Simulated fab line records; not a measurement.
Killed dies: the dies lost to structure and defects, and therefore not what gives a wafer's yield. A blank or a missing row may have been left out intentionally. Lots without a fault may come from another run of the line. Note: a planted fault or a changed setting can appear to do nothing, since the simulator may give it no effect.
A lot that was struck, set against a sound lot    flow n5-finfet    22 out of 1938 route steps
Sound: these wafers, L149.2, L149.3, L149.4. Wafers L164.2, L164.3, L164.5 were the ones struck. The cause comes at the end.
For every step that has rows: the tool of each side, followed by ch and its chambers, followed by its first start. Under that, the readings that differ: sound wafers    struck wafers    difference of the means    sigmas: that difference in standard deviations of wafers without a fault.
alike: same words and numbers on both sides, and readings whose means sit less than 2 such deviations apart. not compared: any withheld reading, any reading some wafer has no value for, any bound like >300 that may hide the same value, and any number with overlapping values for which the record gives no deviation.
Wherever a step has rows on one side only, a row that says differs or no value, or a row with sigmas, the two part there. Numbers that don't overlap but have no deviation are shown without sigmas and don't part them. A reading missing from all wafers of one side parts the sides only when that side holds two or more wafers.

first, 11 steps without rows for these wafers: N5_BEOL_M5_DESCUM_16 (chemistry O2, time 7 s); N5_BEOL_M5_ETCH_72 (etches underlayer in N2/H2, target depth 6.5 nm, time 5.2 s); N5_BEOL_M5_ETCH_61 (etches SiARC in CF4, target depth 15.6 nm, time 26 s); N5_BEOL_M5_ETCH_62 (etches SOC in N2/H2, target depth 75 nm, overetch 15 nm, time 112.5 s); N5_BEOL_M5_STRIP_63 (strips in N2/H2); N5_BEOL_M5_STRIP_73 (strips in N2/H2); N5_BEOL_M5_STRIP_64 (strips in CF4); N5_BEOL_M5_HM_OPEN_17 (chemistry Cl2/BCl3, target TiN, target depth 20 nm, overetch 6 nm); N5_BEOL_M5_STRIP_19 (strips in O2); N5_BEOL_M5_COAT_65 (time 60 s, resist thk 60 nm); N5_BEOL_M5_COAT_66 (time 60 s, resist thk 12 nm).
N5_BEOL_M5_COAT_74: time 60 s, resist thk 5 nm.
  sound on litho-track-02 ch 0, day 7 22:59; struck on litho-track-02 ch 0, day 12 03:59
reading               sound                 struck                difference  sigmas
spin-speed-rpm (rpm)  1499.2 1500.2 1500.5  1665.5 1666.5 1666.0  +166.0      +99 or more
then, 7 steps without rows for these wafers: N5_BEOL_M5_COAT_22 (resist thk 30 nm); N5_BEOL_M5_EBR_24; N5_BEOL_M5_SOFTBAKE_23 (time 60 s); N5_BEOL_M5_EXPOSE_25 (exposes mask V4, defocus 10 nm); N5_BEOL_M5_PEB_26 (peb time 60 s); N5_BEOL_M5_DEVELOP_27 (develop time 30 s); N5_BEOL_M5_DESCUM_33 (chemistry O2, time 7 s).
N5_BEOL_M5_ETCH_75: etches underlayer in N2/H2, target depth 6.5 nm, time 5.2 s.
  sound on rie-diel-05 ch 1,2,3, day 7 23:25; struck on rie-diel-03 ch 0,1,2, day 12 04:32
reading                                       sound              struck             difference  sigmas
model.CAR-EUV_of_BEOL_M5_COAT_22.thk-nm (nm)  20.2 20.4 20.2     20.6 20.6 20.6     +0.3        
model.etch.depth-nm (nm)                      4.975 4.985 4.987  4.768 4.763 4.738  -0.226      
  alike: drypump-motor-current-A, etch-rf-on-time-s, oes-product-au, rf-vpp-V, showerhead-plenum-p-Torr, throttle-valve-pct
  not compared: rf-hours-counter-h
N5_BEOL_M5_ETCH_67: etches SiARC in CF4, target depth 15.6 nm, time 26 s.
  sound on rie-diel-05 ch 1,2,3, day 7 23:26; struck on rie-diel-03 ch 0,1,2, day 12 04:34
reading                                       sound       struck          difference  sigmas
model.CAR-EUV_of_BEOL_M5_COAT_22.thk-nm (nm)  11 11.2 11  11.4 11.4 11.4  +0.3        
  alike: drypump-motor-current-A, etch-rf-on-time-s, mfc-ar-sccm, oes-product-au, rf-vpp-V, showerhead-plenum-p-Torr, throttle-valve-pct
  not compared: rf-hours-counter-h
then, 1 step without rows for these wafers: N5_BEOL_M5_ETCH_68 (etches SOC in N2/H2, target depth 80 nm, overetch 16 nm, time 120 s).

## WHERE THEY PART
Only at N5_BEOL_M5_COAT_74, within this record. Later steps at which nothing parts them and some readings are alike: N5_BEOL_M5_ETCH_75, N5_BEOL_M5_ETCH_67.

WHY: the cause the simulator had injected
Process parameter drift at N5_BEOL_M5_COAT_74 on litho-track-02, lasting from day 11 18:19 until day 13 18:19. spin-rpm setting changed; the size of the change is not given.
